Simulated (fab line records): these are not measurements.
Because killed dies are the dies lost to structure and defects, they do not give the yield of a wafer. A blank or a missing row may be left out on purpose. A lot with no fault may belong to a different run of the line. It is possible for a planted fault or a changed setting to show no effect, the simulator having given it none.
fab line records	flow nand-harc
[record] lots = 6	wafers = 18	last-day = 33
route steps=1302 shown A_SLIT@940 A_SIN_REMOVE@947 A_WL_FILL@952 END@1302
lots that met no fault: taken from a fault-free run of the same line
start-h: hours from the record's first day to the start of the lot's first wafer shown	wait-h: hours elapsed since this lot's preceding step	" unchanged from the row above	L1.1+2: a single row standing in for several wafers	- no value present, or no start provided	* or withheld: withheld	< > ~ a bound
route shown NAME@n: a module of which the file shows steps, and the number in the route of the first	usual: the fault-free wafers' mean and standard deviation	same: alike in all rows	chamber/n: place in a boat	sites: per-site readings	_std_site: how widely they spread, as a standard deviation	_edge_site: inner sites' mean taken away from outer sites' mean	radius-mm: how far each site lies from the wafer's centre	mask NAME#n: copy n	behind: tool/chamber where the wafer was last shaped	hold: reason for holding the lot/hours on hold/outcome of the hold	device: the transistor (n, p or np) that didn't switch	end of line: tests of these same wafers at the route's end	a step given without rows: its recipe and nothing more	killed: the dies lost at the first sort to structure and to defects; this is not the yield of the wafer	map: a wafer's dies, marking killed ones x, the rest . and places with no die _
set.NAME: the setting the step ran with; set.NAME@STEP: the setting that earlier step ran with	model.NAME: the simulator's own value behind a step, which no gauge read
lots seen at some steps along the route; tables by step, rows by wafer
services: the hour from which a tool's chamber was out of use, counted from the record's first day as start-h (under 0 if before that day), plus the number of hours and why
[[steps]]
[step NHARC_A_SLIT_ETCH_26]
[recipe] bias-v = 400	source-w = 2000	pressure-mtorr = 25	time-s = 90	ar-flow-sccm = 375	c4f8-flow-sccm = 41.7	o2-flow-sccm = 83.3	target-depth-a = 4000	chemistry = C4F8/O2/Ar
[usual] drypump-motor-current-A = 5.4/0.43	showerhead-plenum-p-Torr = 3.66/0.047	throttle-valve-pct = 27.619/0.0095
lot.wafer	tool	chamber	start-h	wait-h	drypump-motor-current-A	rf-hours-counter-h	showerhead-plenum-p-Torr	throttle-valve-pct
L410.1	har-etch-01	1	471.65	2.4	4.7	252	3.68	27.627
L410.3	"	0	"	"	6.0	-	3.61	27.631
L410.4	"	1	"	"	4.7	-	3.68	27.605
L414.1	har-etch-01	0	514.13	2.5	6.0	283	3.60	27.621
L414.4	"	1	"	"	4.8	-	3.66	27.640
L414.6	"	1	"	"	4.8	-	3.66	27.613
L413.2	har-etch-02	1	515.96	3.1	5.2	73	3.71	27.623
L413.4	"	1	"	"	5.2	-	3.71	27.638
L413.3	"	0	"	"	5.5	-	3.71	27.621
L415.1	har-etch-01	0	517.94	2.4	6.1	287	3.60	27.615
L415.6	"	1	"	"	4.8	-	3.66	27.612
L415.5	"	0	"	"	6.0	-	3.60	27.627
L425.1	har-etch-02	0	639.27	2.4	5.5	141	3.67	27.614
L425.3	"	1	"	"	5.2	-	3.67	27.608
L425.5	"	0	"	"	5.5	-	3.67	27.616
L427.2	har-etch-02	0	660.48	2.4	5.5	156	3.66	27.633
L427.3	"	1	"	"	5.2	-	3.66	27.618
L427.5	"	1	"	"	5.2	-	3.66	27.627
[step NHARC_A_SLIT_STRIP_28]
[recipe] o2-flow-sccm = 400	cos-flow-sccm = 20	ar-flow-sccm = 0	bias-w = 0	chemistry = O2/COS
[step NHARC_A_SLIT_ETCH_29]
[recipe] target-depth-a = 1000	overetch-a = 100	time-s = 55	ion-energy-ev = 100	cf4-flow-sccm = 80	o2-flow-sccm = 20	ar-flow-sccm = 0	rf-w = 300	bias-w = 100	chemistry = CF4/O2
[usual] drypump-motor-current-A = 5.9/0.49	oes-product-au = 1.001/0.0099	rf-vpp-V = 197.8/1.4	showerhead-plenum-p-Torr = 1.33/0.051	throttle-valve-pct = 13.396/0.01
lot.wafer	tool	chamber	start-h	wait-h	drypump-motor-current-A	oes-product-au	rf-hours-counter-h	rf-vpp-V	showerhead-plenum-p-Torr	throttle-valve-pct
L410.3	rie-diel-02	3	472.51	0.1	5.7	0.988	4.2	196.1	1.26	13.394
L410.1	"	1	"	"	5.7	0.997	3.9	197.4	1.31	13.396
L410.4	"	2	"	"	5.8	0.999	4.4	194.8	1.24	13.381
L414.4	rie-diel-02	2	515.00	0.1	5.8	0.976	7.0	194.5	1.24	13.386
L414.1	"	3	"	"	5.7	0.998	6.9	196.6	1.26	13.402
L414.6	"	1	"	"	5.7	0.987	-	197.5	1.31	13.379
L413.4	rie-diel-12	2	516.85	0.1	4.6	0.999	4.0	198.8	1.38	13.396
L413.2	"	3	"	"	5.1	0.996	3.3	198.0	1.32	13.409
L413.3	"	0	"	"	5.5	1.003	3.1	199.2	1.42	13.394
L415.1	rie-diel-02	0	518.80	0.1	5.7	1.013	6.4	198.0	1.39	13.412
L415.5	"	3	"	"	5.7	1.003	-	196.4	1.26	13.376
L415.6	"	0	"	"	5.7	1.011	-	199.6	1.39	13.392
L425.1	rie-diel-10	0	640.14	0.1	6.7	0.983	3.0	196.9	1.35	13.411
L425.3	"	1	"	"	6.4	1.012	2.9	198.5	1.30	13.387
L425.5	"	3	"	"	6.2	1.000	-	198.5	1.37	13.401
L427.3	rie-diel-02	1	661.34	0.1	5.7	0.992	5.7	198.4	1.31	13.409
L427.2	"	2	"	"	5.8	0.992	6.0	195.4	1.24	13.385
L427.5	"	0	"	"	5.7	1.017	-	198.6	1.39	13.388
[step NHARC_A_SLIT_STRIP_18]
[recipe] o2-flow-sccm = 500	ar-flow-sccm = 0	bias-w = 0	chemistry = O2
[usual] drypump-motor-current-A = 5.9/0.51	oes-product-au = 0.999/0.0097	rf-vpp-V = 57.8/0.94	showerhead-plenum-p-Torr = 3.51/0.13	throttle-valve-pct = 17.035/0.0092
lot.wafer	tool	chamber	start-h	wait-h	drypump-motor-current-A	oes-product-au	rf-hours-counter-h	rf-vpp-V	showerhead-plenum-p-Torr	throttle-valve-pct
L410.4	rie-diel-02	3	-	-	5.8	0.999	4.2	57.5	3.34	17.017
L410.3	"	1	"	"	5.7	0.988	3.9	56.6	3.47	17.038
L410.1	"	2	"	"	5.8	0.996	4.4	58.1	3.28	17.036
L414.4	rie-diel-02	1	-	-	5.7	0.994	6.4	58.2	3.47	17.055
L414.1	"	2	"	"	5.8	0.990	7.0	57.1	3.28	17.050
L414.6	"	3	"	"	5.7	0.995	-	56.5	3.34	17.047
L413.3	rie-diel-12	2	-	-	4.6	0.991	4.0	57.8	3.63	17.022
L413.2	"	3	"	"	5.2	0.998	3.3	57.3	3.49	17.035
L413.4	"	1	"	"	5.9	0.998	4.2	57.7	3.53	17.042
L415.1	rie-diel-02	3	-	-	5.7	0.996	7.0	57.5	3.34	17.034
L415.5	"	0	"	"	5.7	1.019	-	58.8	3.67	17.036
L415.6	"	1	"	"	5.7	1.000	-	58.1	3.47	17.017
L425.1	rie-diel-10	3	-	-	6.2	1.013	2.5	57.1	3.62	17.048
L425.3	"	0	"	"	6.7	0.993	3.0	57.0	3.56	17.039
L425.5	"	3	"	"	6.2	1.003	-	58.9	3.62	17.019
L427.2	rie-diel-02	2	-	-	5.8	0.993	6.1	58.4	3.28	17.031
L427.3	"	0	"	"	5.7	1.019	4.9	58.4	3.67	17.032
L427.5	"	1	"	"	5.7	0.987	-	59.0	3.46	17.034
[step NHARC_A_SLIT_PRECLEAN_19]
[recipe] time-s = *	temp-c = 50	bath-age-min = 0	chemistry = SC1
[step NHARC_A_SLIT_SRD_20]
[step NHARC_A_SLIT_CD_MEAS_21]
[usual] cd-nm = 289.5/0.92
lot.wafer	tool	chamber	start-h	wait-h	cd-nm
L410.1	cd-sem-02	-	473.04	-	288.5
L410.3	"	-	"	"	288.4
L410.4	"	-	"	"	288.6
L414.1	cd-sem-01	-	515.53	-	289.1
L414.4	"	-	"	"	289.1
L414.6	"	-	"	"	288.5
L413.2	cd-sem-01	-	517.38	-	289.7
L413.3	"	-	"	"	289.1
L413.4	"	-	"	"	289.2
L415.1	cd-sem-03	-	519.33	-	290.3
L415.5	"	-	"	"	291.0
L415.6	"	-	"	"	289.8
L425.1	cd-sem-03	-	640.66	-	288.1
L425.3	"	-	"	"	288.6
L425.5	"	-	"	"	288.9
L427.2	cd-sem-02	-	661.90	0.1	290.8
L427.3	"	-	"	"	290.3
L427.5	"	-	"	"	290.3
[step NHARC_A_SIN_REMOVE_WET_00]
[recipe] temp-c = 160	time-s = 15300	chemistry = H3PO4
[step NHARC_A_SIN_REMOVE_PRECLEAN_01]
[recipe] time-s = *	temp-c = 50	bath-age-min = 0	chemistry = SC1
[step NHARC_A_SIN_REMOVE_SRD_02]
[step NHARC_A_SIN_REMOVE_INSPECT_04]
[usual] raw-defect-count = 408/100
lot.wafer	tool	chamber	start-h	wait-h	raw-defect-count
L410.1	defect-inspect-01	-	481.30	0.0	269
L410.3	"	-	"	"	304
L410.4	"	-	"	"	296
L414.1	defect-inspect-02	-	529.50	0.0	559
L414.4	"	-	"	"	491
L414.6	"	-	"	"	517
L415.1	defect-inspect-01	-	529.50	0.0	499
L415.5	"	-	"	"	335
L415.6	"	-	"	"	470
L413.2	defect-inspect-02	-	529.54	0.0	600
L413.3	"	-	"	"	662
L413.4	"	-	"	"	524
L425.1	defect-inspect-02	-	649.21	0.0	336
L425.3	"	-	"	"	321
L425.5	"	-	"	"	266
L427.2	defect-inspect-02	-	667.55	0.0	309
L427.3	"	-	"	"	356
L427.5	"	-	"	"	333
[step NHARC_A_WL_FILL_ALD_00]
[recipe] target-thk-a = 30	pulse-time-s = 3	ald-cycles = 30	temp-c = 300	material = Al2O3
[usual] ald-cycles = 30/0	heater-power-w = 471/43	precursor-pulse-height-rel = 1.001/0.019
lot.wafer	tool	chamber	start-h	wait-h	ald-cycles	heater-power-w	precursor-pulse-height-rel
L410.4	ald-hk-02	3	481.39	0.1	30	462	0.985
L410.3	"	0	"	"	30	516	1.003
L410.1	"	1	"	"	30	427	1.015
L414.1	ald-hk-01	1	529.57	0.1	30	461	0.987
L414.4	"	3	"	"	30	406	1.008
L414.6	"	2	"	"	30	583	1.006
L415.1	ald-hk-01	3	529.73	0.2	30	417	0.992
L415.6	"	3	"	"	30	419	1.015
L415.5	"	0	"	"	43	425	0.984
L413.2	ald-hk-01	1	529.90	0.4	30	444	0.973
L413.3	"	3	"	"	30	417	1.003
L413.4	"	0	"	"	43	423	1.029
L425.3	ald-hk-04	3	649.33	0.1	30	481	0.972
L425.1	"	0	"	"	30	510	0.991
L425.5	"	2	"	"	30	471	0.989
L427.2	ald-hk-02	2	667.64	0.1	30	417	0.990
L427.3	"	0	"	"	30	496	1.007
L427.5	"	1	"	"	30	435	1.014
[step NHARC_A_WL_FILL_RTA_01]
[recipe] temp-c = 1000	time-s = 5
[usual] lamp-power-pct = 31.0/0.94	lamp_zone_3_pct = 31.0/0.94	wafer_temp_C_max = 1004.5/0.89
lot.wafer	tool	chamber	start-h	wait-h	lamp-power-pct	lamp_zone_3_pct	wafer_temp_C_max
L410.1	rtp-anneal-01	0	481.62	-	31.8	31.7	1005.0
L410.3	"	0	"	"	31.7	31.7	1006.2
L410.4	"	0	"	"	31.7	31.7	1004.2
L414.1	rtp-anneal-02	0	529.83	-	29.8	29.7	1004.7
L414.4	"	0	"	"	29.7	29.8	1005.4
L414.6	"	0	"	"	29.8	29.7	1005.8
L415.1	rtp-anneal-01	0	530.00	-	31.6	31.7	1003.0
L415.5	"	0	"	"	31.7	31.7	1005.6
L415.6	"	0	"	"	31.6	31.7	1004.7
L413.2	rtp-anneal-01	0	530.19	-	31.7	31.7	1003.9
L413.3	"	0	"	"	31.7	31.7	1004.0
L413.4	"	0	"	"	31.6	31.7	1003.9
L425.1	rtp-anneal-01	0	649.55	-	31.7	31.7	1004.2
L425.3	"	0	"	"	31.8	31.7	1004.7
L425.5	"	0	"	"	31.7	31.8	1004.4
L427.2	rtp-anneal-02	0	667.90	-	29.7	29.8	1003.3
L427.3	"	0	"	"	29.7	29.7	1003.8
L427.5	"	0	"	"	29.8	29.7	1003.6
[step NHARC_END_SORT_01]
[recipe] temp-c = 25
[usual] killed-at-array = 59/24	killed-at-other = 0.7/1.2	killed-at-periphery = 3.5/2.6	killed-dies = 63/24	killed-open = 3.2/2.1	killed-short = 2.4/1.5
[same] gross-dies = 677
lot.wafer	tool	chamber	start-h	wait-h	killed-at-array	killed-at-other	killed-at-periphery	killed-dies	killed-open	killed-short
L410.1	prober-01	0	581.48	2.5	54	0	2	56	5	0
L410.3	prober-01	0	583.08	3.1	69	0	6	75	4	2
L410.4	prober-01	0	583.89	3.4	54	0	7	61	8	2
L414.1	prober-01	0	624.44	2.5	104	2	2	108	8	0
L414.4	prober-01	0	626.83	3.4	98	0	5	103	1	3
L414.6	prober-01	0	628.42	4.0	100	4	0	104	6	0
L415.1	prober-01	0	632.15	2.4	47	2	4	53	2	3
L415.5	prober-01	0	635.35	3.7	46	0	1	47	4	3
L415.6	prober-01	0	636.15	4.0	42	2	4	48	6	2
L425.1	prober-01	0	766.59	2.5	51	2	3	56	2	2
L425.3	prober-01	0	768.18	3.1	35	0	3	38	2	3
L425.5	prober-01	0	769.77	3.7	36	0	5	41	3	4
L427.3	prober-02	0	783.83	3.1	42	2	8	52	4	1
L427.5	prober-02	0	785.42	3.7	38	3	5	46	0	1
// killed by level:class
L410.1 A_CHANNEL_HOLE_D1:chamber-film-flake=26 A_SLIT:chamber-film-flake=17 A_STAIRCASE:chamber-film-flake=3 A_ONON_D2:geometric-particle:open=2 A_CHANNEL_HOLE_D2:chamber-film-flake=2 P_GATE:geometric-particle:open=1 A_M0:geometric-particle:open=1 A_WL_FILL:geometric-particle:open=1
L410.3 A_CHANNEL_HOLE_D1:chamber-film-flake=35 A_SLIT:chamber-film-flake=16 A_CHANNEL_HOLE_D2:chamber-film-flake=5 A_CONTACT:chamber-film-flake=5 A_M0:geometric-particle:open=2 P_GATE:chamber-film-flake=2 A_STAIRCASE:chamber-film-flake=2 A_M1:chamber-film-flake=2
L410.4 A_CHANNEL_HOLE_D1:chamber-film-flake=25 A_SLIT:chamber-film-flake=14 A_CHANNEL_HOLE_D2:chamber-film-flake=4 P_M1:chamber-film-flake=2 P_STI:geometric-particle:open=1 P_CONTACT:geometric-particle:open=1 P_M0:geometric-particle:open=1 P_M1:geometric-particle:open=1
L414.1 A_CHANNEL_HOLE_D1:chamber-film-flake=34 A_CHANNEL_HOLE_D2:chamber-film-flake=31 A_SLIT:chamber-film-flake=29 P_CONTACT:geometric-particle:open=1 A_ONON_D1:geometric-particle:open=1 A_CHANNEL_FILL_D1:geometric-particle:open=1 A_DECK1_JOINT:geometric-particle:open=1 A_CHANNEL_FILL_D2:geometric-particle:open=1
L414.4 A_CHANNEL_HOLE_D1:chamber-film-flake=34 A_SLIT:chamber-film-flake=32 A_CHANNEL_HOLE_D2:chamber-film-flake=26 P_BONDPAD:chamber-film-flake=2 P_M0:geometric-particle:short=1 P_M1:geometric-particle:short=1 A_SGD_CUT:geometric-particle:open=1 A_WL_FILL:geometric-particle:short=1
L414.6 A_CHANNEL_HOLE_D2:chamber-film-flake=34 A_CHANNEL_HOLE_D1:chamber-film-flake=33 A_SLIT:chamber-film-flake=22 THIN_TSV:chamber-film-flake=4 A_ONON_D1:geometric-particle:open=2 A_CHANNEL_FILL_D1:geometric-particle:open=2 A_ZERO_WELL:chamber-film-flake=2 A_CONTACT:chamber-film-flake=2
L415.1 A_SLIT:chamber-film-flake=22 A_CONTACT:chamber-film-flake=7 A_CHANNEL_HOLE_D2:chamber-film-flake=7 A_CHANNEL_HOLE_D1:chamber-film-flake=6 THIN_TSV:chamber-film-flake=2 P_STI:geometric-particle:open=1 P_GATE:geometric-particle:short=1 P_CONTACT:geometric-particle:short=1
L415.5 A_SLIT:chamber-film-flake=22 A_STAIRCASE:chamber-film-flake=7 A_CHANNEL_HOLE_D2:chamber-film-flake=6 A_CONTACT:chamber-film-flake=4 A_M0:geometric-particle:short=2 P_CONTACT:geometric-particle:open=1 A_ONON_D1:geometric-particle:open=1 A_CHANNEL_HOLE_D1:geometric-particle:open=1
L415.6 A_SLIT:chamber-film-flake=25 A_CHANNEL_HOLE_D2:chamber-film-flake=5 A_CONTACT:chamber-film-flake=4 P_M0:geometric-particle:open=2 P_GATE:geometric-particle:open=1 P_M1:geometric-particle:open=1 A_CHANNEL_FILL_D1:geometric-particle:short=1 A_ONON_D2:geometric-particle:open=1
L425.1 A_CHANNEL_HOLE_D1:chamber-film-flake=16 A_STAIRCASE:chamber-film-flake=10 A_SLIT:chamber-film-flake=9 A_SGD_CUT:chamber-film-flake=5 A_WL_FILL:chamber-film-flake=3 A_CHANNEL_FILL_D1:chamber-film-flake=2 A_CONTACT:chamber-film-flake=2 THIN_TSV:chamber-film-flake=2
L425.3 A_STAIRCASE:chamber-film-flake=9 A_CHANNEL_HOLE_D1:chamber-film-flake=9 A_SGD_CUT:chamber-film-flake=4 A_SLIT:chamber-film-flake=4 A_CHANNEL_FILL_D2:chamber-film-flake=2 P_M1:geometric-particle:short=1 A_ONON_D1:geometric-particle:short=1 A_CHANNEL_FILL_D1:geometric-particle:open=1
L425.5 A_CHANNEL_HOLE_D1:chamber-film-flake=13 A_STAIRCASE:chamber-film-flake=6 A_SGD_CUT:chamber-film-flake=4 A_SLIT:chamber-film-flake=3 P_GATE:geometric-particle:open=1 P_CONTACT:geometric-particle:open=1 A_CHANNEL_FILL_D1:geometric-particle:short=1 A_DECK1_JOINT:geometric-particle:short=1
L427.3 A_CHANNEL_HOLE_D1:chamber-film-flake=15 A_SLIT:chamber-film-flake=10 A_CONTACT:chamber-film-flake=8 A_STAIRCASE:chamber-film-flake=6 A_M1:geometric-particle:open=2 P_ZERO_WELL:chamber-film-flake=2 P_GATE:chamber-film-flake=2 P_M0:geometric-particle:open=1
L427.5 A_CHANNEL_HOLE_D1:chamber-film-flake=12 A_CONTACT:chamber-film-flake=9 A_SLIT:chamber-film-flake=7 P_GATE:chamber-film-flake=3 A_DECK1_JOINT:chamber-film-flake=3 A_STAIRCASE:chamber-film-flake=3 THIN_TSV:chamber-film-flake=3 A_BONDPAD:chamber-film-flake=2
[[services]]
tool	chamber	start-h	hours	kind
rie-diel-02	0	451.71	-	clean
rie-diel-02	1	451.71	-	clean
rie-diel-02	2	451.71	-	clean
rie-diel-02	3	451.71	-	clean
ald-hk-01	-	471.15	0.5	repair
rie-diel-12	1	472.09	4.2	repair
rie-diel-10	3	473.63	8.0	repair
ald-hk-01	-	474.99	10.0	pm
rie-diel-02	0	476.21	-	clean
rie-diel-12	0	499.76	5.5	repair
rie-diel-10	2	522.42	2.6	repair
rie-diel-02	0	523.28	4.3	repair
ald-hk-02	-	528.30	10.0	pm
rie-diel-12	3	541.77	26.4	repair
rie-diel-02	-	570.71	9.0	pm
ald-hk-02	-	581.42	4.4	repair
rie-diel-12	3	587.71	8.9	repair
rie-diel-10	-	596.54	9.0	pm
ald-hk-04	-	610.82	10.0	pm
rie-diel-12	-	622.40	9.0	pm
rie-diel-10	0	636.92	3.0	repair
rie-diel-02	3	651.34	8.0	repair
rie-diel-12	3	659.22	3.6	repair
ald-hk-04	-	661.08	0.4	repair
[[key]]
[first-sign] step = NHARC_A_WL_FILL_ALD_00	reading = ald-cycles	direction = up	sigmas = 99+	usual = 30	struck = 43
effect none on later readings
met-at NHARC_A_WL_FILL_ALD_00
struck-wafers L413.4,L415.5
tester-left-out L413,L415
[fault] kind = process-parameter-drift	tool = ald-hk-01	chamber = 0	onset-h = 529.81	steps = NHARC_A_WL_FILL_ALD_00	channel = ald-cycles	offset = 13	shape = step	end-h = 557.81	acts-in = these-recipes-only	stated = 30
// tester-left-out: of these lots the tester's yield and bins aren't shown, on N5 and GAA mostly nor the transistor test; their killed dies are dies lost to structure and defects alone, not to doping, threshold or leakage, so they don't give the yield
